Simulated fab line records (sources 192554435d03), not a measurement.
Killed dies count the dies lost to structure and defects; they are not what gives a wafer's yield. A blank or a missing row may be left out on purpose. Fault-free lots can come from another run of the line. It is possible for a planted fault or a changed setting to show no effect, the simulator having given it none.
Which of the tools did it? + flow n5_finfet + 7 lots with 19 wafers sampled at 8 steps, on a route of 1938 steps

## WHAT THE GAUGES READ, wafer by wafer
N5_BEOL_M14_THK_MEAS_50: measures by xrf.
| lot  | measured     | on            | M14_THK (nm) |
|------|--------------|---------------|--------------|
| L411 | day 12 00:20 | film_metro-02 | 558 559 555  |
| L415 | day 13 00:38 | film_metro-01 | 428 550      |
| L418 | day 13 11:23 | film_metro-02 | 450 556      |
| L427 | day 15 23:32 | film_metro-01 | 558 563 543  |
| L426 | day 16 01:58 | film_metro-02 | 568 551 549  |
| L432 | day 17 05:22 | film_metro-01 | 548 554 545  |
| L431 | day 17 12:23 | film_metro-01 | 561 558 559  |

N5_BEOL_M14_RS_MEAS_54: measurement is done with a four-point probe.
| lot  | measured     | on            | M14_RS (ohm/sq)      |
|------|--------------|---------------|----------------------|
| L411 | day 12 00:27 | film_metro-02 | 0.0329 0.0328 0.0332 |
| L415 | day 13 00:46 | film_metro-02 | 0.0436 0.0336        |
| L418 | day 13 11:33 | film_metro-01 | 0.0413 0.0335        |
| L427 | day 15 23:40 | film_metro-02 | 0.0327 0.0324 0.0337 |
| L426 | day 16 02:06 | film_metro-01 | 0.0324 0.0334 0.0335 |
| L432 | day 17 05:31 | film_metro-02 | 0.0335 0.0333 0.0336 |
| L431 | day 17 12:32 | film_metro-02 | 0.0328 0.0329 0.0330 |

N5_BEOL_M15_RC_MEAS_101.
| lot  | measured     | on        | COMB_M10 (S/m)             | COMB_M11 (S/m)          | COMB_M12 (S/m)          | COMB_M13 (S/m)          | COMB_M15 (S/m)          | COMB_M5 (S/m)           | COMB_M6 (S/m)           | COMB_M7 (S/m)           | COMB_M8 (S/m)           | COMB_M9 (S/m)           | SERP_M10 (ohm/um) | SERP_M11 (ohm/um) | SERP_M12 (ohm/um) | SERP_M13 (ohm/um) | SERP_M14 (ohm/um) | SERP_M14_max_site (ohm/um) | SERP_M5 (ohm/um) | SERP_M6 (ohm/um) | SERP_M7 (ohm/um) | SERP_M8 (ohm/um) | SERP_M8_max_site (ohm/um) | SERP_M9 (ohm/um) |
|------|--------------|-----------|----------------------------|-------------------------|-------------------------|-------------------------|-------------------------|-------------------------|-------------------------|-------------------------|-------------------------|-------------------------|-------------------|-------------------|-------------------|-------------------|-------------------|----------------------------|------------------|------------------|------------------|------------------|---------------------------|------------------|
| L411 | day 12 07:44 | prober-01 | 1.62e-11 1.51e-11 1.53e-11 | 1e-11 1.2e-11 1e-11     | 7.6e-12 4.2e-12 4e-12   | 3.9e-12 3.7e-12 3.2e-12 | 2.5e-12 2.4e-12 2.1e-12 | 3.8e-11 3.2e-11 3.1e-11 | 2.5e-11 2.7e-11 1.6e-11 | 3.2e-11 3.6e-11 3.2e-11 | 1.7e-11 2.1e-11 2.9e-11 | 2e-11 1.5e-11 1.5e-11   | 3.14 3.15 3.13    | 3.22 3.10 3.11    | 0.623 0.634 0.626 | 0.313 0.315 0.309 | 0.159 0.158 0.161 | 0.161 0.160 0.163          | 42.5 39.6 39.9   | 13.9 13.2 14.3   | 14.0 14.3 14.8   | 13.8 13.6 13.5   | 14.4 14.5 13.9            | 3.13 3.11 3.12   |
| L415 | day 13 07:22 | prober-01 | 1.55e-11 1.77e-11          | 1.3e-11 1e-11           | 4.9e-12 5.7e-12         | 4.3e-12 3.1e-12         | 2.1e-12 2.1e-12         | 3.5e-11 3.2e-11         | 2.6e-11 2.7e-11         | 1.8e-11 1.7e-11         | 2.5e-11 2.5e-11         | 1.3e-11 1.2e-11         | 3.01 3.14         | 3.19 3.16         | 0.651 0.642       | 0.306 0.319       | 0.213 0.164       | 0.215 0.167                | 38.5 41.1        | 13.5 13.8        | 14.0 14.1        | 14.0 13.9        | 14.3 14.4                 | 3.08 3.11        |
| L418 | day 13 18:26 | prober-01 | 1.31e-11 1.03e-11          | 1.1e-11 1.5e-11         | 6.5e-12 5.3e-12         | 3.8e-12 4.9e-12         | 1.5e-12 2.4e-12         | 4.6e-11 4e-11           | 2.2e-11 1.8e-11         | 3.1e-11 1.8e-11         | 2.1e-11 2.3e-11         | 1.4e-11 1.7e-11         | 3.08 2.98         | 3.20 3.11         | 0.642 0.638       | 0.314 0.317       | 0.201 0.162       | 0.203 0.165                | 40.3 39.1        | 13.4 12.7        | 14.0 14.0        | 14.0 14.2        | 14.6 14.6                 | 3.11 3.13        |
| L427 | day 16 09:05 | prober-01 | 1.66e-11 1.59e-11 1.49e-11 | 1.7e-11 2.2e-11 1.3e-11 | 4.4e-12 7.8e-12 5.7e-12 | 4.2e-12 5.3e-12 5.2e-12 | 2.1e-12 2.1e-12 1.9e-12 | 3.2e-11 3.2e-11 3.2e-11 | 2.6e-11 2.9e-11 2.1e-11 | 1.7e-11 2e-11 2.2e-11   | 2.4e-11 2.5e-11 2.9e-11 | 1.5e-11 2.2e-11 1.7e-11 | 3.01 3.10 3.00    | 3.12 3.03 3.14    | 0.644 0.642 0.643 | 0.320 0.310 0.308 | 0.162 0.159 0.166 | 0.163 0.160 0.167          | 39.8 37.2 37.6   | 13.3 13.3 13.2   | 13.8 14.1 14.3   | 13.8 13.6 14.0   | 14.3 14.4 14.3            | 3.12 2.98 3.06   |
| L426 | day 16 11:49 | prober-02 | 1.63e-11 1.08e-11 9.1e-12  | 1.3e-11 1.5e-11 2.2e-11 | 7.1e-12 6.7e-12 5.2e-12 | 4.7e-12 3.7e-12 4.1e-12 | 2.1e-12 1.3e-12 1.9e-12 | 2.8e-11 3.4e-11 3e-11   | 2.2e-11 1.6e-11 2e-11   | 3.3e-11 2.7e-11 2.2e-11 | 2e-11 2.1e-11 2.5e-11   | 1.8e-11 1.3e-11 1.2e-11 | 3.09 3.04 3.13    | 3.11 3.13 3.15    | 0.658 0.646 0.656 | 0.293 0.303 0.304 | 0.158 0.160 0.162 | 0.160 0.162 0.163          | 39.4 40.8 41.1   | 13.7 13.5 14.4   | 13.7 13.8 13.8   | 13.9 13.7 13.9   | 14.0 14.3 14.8            | 3.07 3.12 3.09   |
| L432 | day 17 11:05 | prober-02 | 1.07e-11 1.28e-11 1.49e-11 | 2.5e-11 1.8e-11 1.5e-11 | 7.3e-12 5.5e-12 4.9e-12 | 3.4e-12 4.5e-12 5.9e-12 | 3e-12 2.2e-12 2.1e-12   | 4.3e-11 4.9e-11 3.9e-11 | 1.6e-11 2.4e-11 3.9e-11 | 2.5e-11 2.7e-11 2.2e-11 | 2.5e-11 2.7e-11 1.8e-11 | 1.4e-11 1.1e-11 1.4e-11 | 3.20 3.05 2.98    | 3.11 2.97 3.01    | 0.637 0.642 0.633 | 0.302 0.315 0.316 | 0.164 0.164 0.165 | 0.166 0.165 0.166          | 39.7 39.6 39.4   | 14.1 14.0 14.2   | 13.4 13.3 13.7   | 14.2 14.6 14.8   | 14.8 15.1 15.4            | 3.12 3.17 3.13   |
| L431 | day 17 21:16 | prober-01 | 1.45e-11 1.56e-11 2.14e-11 | 9e-12 1.2e-11 1.6e-11   | 5.1e-12 7.3e-12 5.7e-12 | 4.1e-12 5e-12 3.2e-12   | 2.6e-12 1.1e-12 2.3e-12 | 2.6e-11 2.5e-11 4e-11   | 2.4e-11 3.6e-11 3.1e-11 | 2.8e-11 2.5e-11 3.5e-11 | 2.7e-11 2.6e-11 1.8e-11 | 9e-12 1.2e-11 1.4e-11   | 3.00 3.08 3.06    | 2.99 3.12 3.16    | 0.640 0.641 0.642 | 0.302 0.315 0.316 | 0.160 0.158 0.161 | 0.161 0.159 0.163          | 39.2 39.7 40.5   | 14.1 14.2 13.7   | 14.6 13.5 14.1   | 13.5 13.4 13.7   | 13.9 14.2 14.3            | 3.18 3.04 3.00   |

## WHICH TOOL RAN EACH LOT (tool, then ch and the chambers of the sampled wafers, then the start)
| lot  | N5_BEOL_M14_ETCH_67                | N5_BEOL_M14_TRENCH_ETCH_34         | N5_BEOL_M14_ETCH_38                           | N5_BEOL_M14_ECD_47             | N5_BEOL_M14_CMP_49            |
|------|------------------------------------|------------------------------------|-----------------------------------------------|--------------------------------|-------------------------------|
| L411 | rie_diel-01 ch 1,2, day 11 20:41   | rie_diel-01 ch 1,2, day 11 21:06   | rie_diel-01 ch 0,1,3, day 11 23:25 or earlier | ecd_cu-01 ch 0,1, day 11 23:25 | cmp-03 ch 0,1,3, day 12 00:08 |
| L415 | rie_diel-03 ch 2,3, day 12 21:43   | rie_diel-03 ch 2,3, day 12 22:07   | rie_diel-03 ch 0,1, day 12 23:58 or earlier   | ecd_cu-01 ch 0,1, day 12 23:58 | cmp-04 ch 2,3, day 13 00:29   |
| L418 | rie_diel-01 ch 0,2, day 13 06:42   | rie_diel-01 ch 0,2, day 13 07:07   | rie_diel-03 ch 2,3, day 13 10:24 or earlier   | ecd_cu-01 ch 0,1, day 13 10:24 | cmp-04 ch 1,3, day 13 11:05   |
| L427 | rie_diel-03 ch 0,1,2, day 15 21:13 | rie_diel-03 ch 0,1,2, day 15 21:38 | rie_diel-03 ch 2,3, day 15 22:45 or earlier   | ecd_cu-01 ch 0,1, day 15 22:45 | cmp-02 ch 1,3, day 15 23:14   |
| L426 | rie_diel-04 ch 0,1,2, day 15 22:39 | rie_diel-04 ch 0,1,2, day 15 23:04 | rie_diel-01 ch 0,2,3, day 16 01:11 or earlier | ecd_cu-01 ch 0,1, day 16 01:11 | cmp-03 ch 1,2,3, day 16 01:41 |
| L432 | rie_diel-01 ch 0,1,2, day 17 00:54 | rie_diel-01 ch 0,1,2, day 17 01:19 | rie_diel-01 ch 0,1,2, day 17 04:35 or earlier | ecd_cu-01 ch 0,1, day 17 04:35 | cmp-04 ch 0,2,3, day 17 05:06 |
| L431 | rie_diel-04 ch 0,1,3, day 17 07:55 | rie_diel-04 ch 0,1,3, day 17 08:20 | rie_diel-03 ch 1,2,3, day 17 11:32 or earlier | ecd_cu-01 ch 0,1, day 17 11:32 | cmp-02 ch 0,1,2, day 17 12:08 |
- N5_BEOL_M14_ETCH_67: etches SiARC in CF4, target depth 143 nm, time 238.3 s.
- N5_BEOL_M14_TRENCH_ETCH_34: etches SiO2 in C4F8/O2/Ar, target depth 556.65 nm, time 126.9 s.
- N5_BEOL_M14_ETCH_38: etches SiCN in CF4/N2, target depth 106.5 nm, time 120.6 s.
- N5_BEOL_M14_ECD_47: material Cu, target thk 1248 nm.
- N5_BEOL_M14_CMP_49: polishes, stops on SiO2, t overpolish 5.2 s, target thk 560 nm.

## WHAT THE TOOLS THEMSELVES READ (means of the sampled wafers that have a number; where no wafer has one, the mark that the record gives instead)
N5_BEOL_M14_ETCH_67.
| lot  | tool        | drypump_motor_current_A (A) | etch_rf_on_time_s (s) | oes_product_au (a.u.) | rf_vpp_V (V) | showerhead_plenum_p_Torr (Torr) | throttle_valve_pct (%) |
|------|-------------|-----------------------------|-----------------------|-----------------------|--------------|---------------------------------|------------------------|
| L411 | rie_diel-01 | 6.3                         | 236                   | 0.65                  | 184.6        | 2.14                            | 15.97                  |
| L415 | rie_diel-03 | 5.6                         | 242                   | 0.70                  | 183.8        | 2.17                            | 15.50                  |
| L418 | rie_diel-01 | 6.0                         | 236                   | 0.61                  | 183.7        | 2.13                            | 15.83                  |
| L427 | rie_diel-03 | 6.0                         | 235                   | 0.70                  | 183.5        | 2.10                            | 15.50                  |
| L426 | rie_diel-04 | 5.4                         | 240                   | 0.73                  | 185.1        | 2.17                            | 15.43                  |
| L432 | rie_diel-01 | 6.0                         | 242                   | 0.62                  | 183.9        | 2.13                            | 15.84                  |
| L431 | rie_diel-04 | 5.8                         | 235                   | 0.66                  | 183.0        | 2.09                            | 15.58                  |

N5_BEOL_M14_TRENCH_ETCH_34.
| lot  | tool        | C4F8_flow_sccm (sccm) | drypump_motor_current_A (A) | oes_product_au (a.u.) | rf_vpp_V (V) | showerhead_plenum_p_Torr (Torr) | throttle_valve_pct (%) |
|------|-------------|-----------------------|-----------------------------|-----------------------|--------------|---------------------------------|------------------------|
| L411 | rie_diel-01 | 15.97                 | 6.3                         | 0.77                  | 2241         | 3.44                            | 31.33                  |
| L415 | rie_diel-03 | 16.06                 | 5.6                         | 0.82                  | 2238         | 3.48                            | 30.82                  |
| L418 | rie_diel-01 | 16.00                 | 6.1                         | 0.72                  | 2230         | 3.42                            | 31.05                  |
| L427 | rie_diel-03 | 16.05                 | 6.0                         | 0.81                  | 2229         | 3.38                            | 30.79                  |
| L426 | rie_diel-04 | 16.05                 | 5.4                         | 0.86                  | 2220         | 3.48                            | 30.79                  |
| L432 | rie_diel-01 | 16.00                 | 6.0                         | 0.72                  | 2235         | 3.41                            | 31.09                  |
| L431 | rie_diel-04 | 15.98                 | 5.8                         | 0.78                  | 2226         | 3.36                            | 30.88                  |

N5_BEOL_M14_ETCH_38.
| lot  | tool        | drypump_motor_current_A (A) | oes_product_au (a.u.) | rf_vpp_V (V) | showerhead_plenum_p_Torr (Torr) | throttle_valve_pct (%) |
|------|-------------|-----------------------------|-----------------------|--------------|---------------------------------|------------------------|
| L411 | rie_diel-01 | 6.0                         | 0.81                  | 382.3        | 2.25                            | 15.33                  |
| L415 | rie_diel-03 | 5.9                         | 0.91                  | 381.5        | 2.16                            | 15.25                  |
| L418 | rie_diel-03 | 5.6                         | 0.81                  | 382.9        | 2.23                            | 15.36                  |
| L427 | rie_diel-03 | 5.5                         | 0.81                  | 382.6        | 2.23                            | 15.37                  |
| L426 | rie_diel-01 | 6.2                         | 0.76                  | 383.2        | 2.23                            | 15.53                  |
| L432 | rie_diel-01 | 6.0                         | 0.72                  | 382.7        | 2.19                            | 15.67                  |
| L431 | rie_diel-03 | 5.7                         | 0.81                  | 381.6        | 2.20                            | 15.39                  |

N5_BEOL_M14_CMP_49.
| lot  | tool   | motor_current_A (A) | time_to_endpoint_s (s) |
|------|--------|---------------------|------------------------|
| L411 | cmp-03 | 7.2                 | 122                    |
| L415 | cmp-04 | 8.2                 | 84                     |
| L418 | cmp-04 | 8.4                 | 81                     |
| L427 | cmp-02 | 8.3                 | 131                    |
| L426 | cmp-03 | 6.8                 | 119                    |
| L432 | cmp-04 | 8.6                 | 123                    |
| L431 | cmp-02 | 8.3                 | 126                    |

## THE ANSWER, worked out from the rows above alone
Rule: what is usual is taken from the lots themselves. Put in order of their means at a reading, lots are off if they are a third of the lots or fewer, leave a main group of 4 or more, and stand apart from it by a gap of 3 or more times the standard deviation of the main group's means; of several such gaps the widest counts. A main group whose means are all the same, to the digits that the tables above print for the reading, isn't used. A lot without any number at a reading at which 4 lots or more have one is off too. The other lots that the step has rows for count as sound. First the gauges in route order, then the tools' own readings, where a lot's mean is used as printed above. The first step at which some lot is off is used, and at that step the reading that is off furthest; a lot without a number counts as furthest.
Off: L415, L418, at N5_BEOL_M14_THK_MEAS_50 (M14_THK). The main group: mean 555 nm, standard deviation 3.5.
If a tool, at a process step before that reading, ran all the lots that are off and no sound lot after the first of them, it fits. The gauges at N5_BEOL_M14_THK_MEAS_50 aren't tried: what is off there is off at N5_BEOL_M15_RC_MEAS_101 too, on other tools, and a gauge's error can't cause that. N5_BEOL_M14_ETCH_38 gives no start for some lots, so the hours and the order of its lots are those of N5_BEOL_M14_ECD_47. No candidate that was tried fits.

## WHAT THE SIMULATOR HAD INSERTED
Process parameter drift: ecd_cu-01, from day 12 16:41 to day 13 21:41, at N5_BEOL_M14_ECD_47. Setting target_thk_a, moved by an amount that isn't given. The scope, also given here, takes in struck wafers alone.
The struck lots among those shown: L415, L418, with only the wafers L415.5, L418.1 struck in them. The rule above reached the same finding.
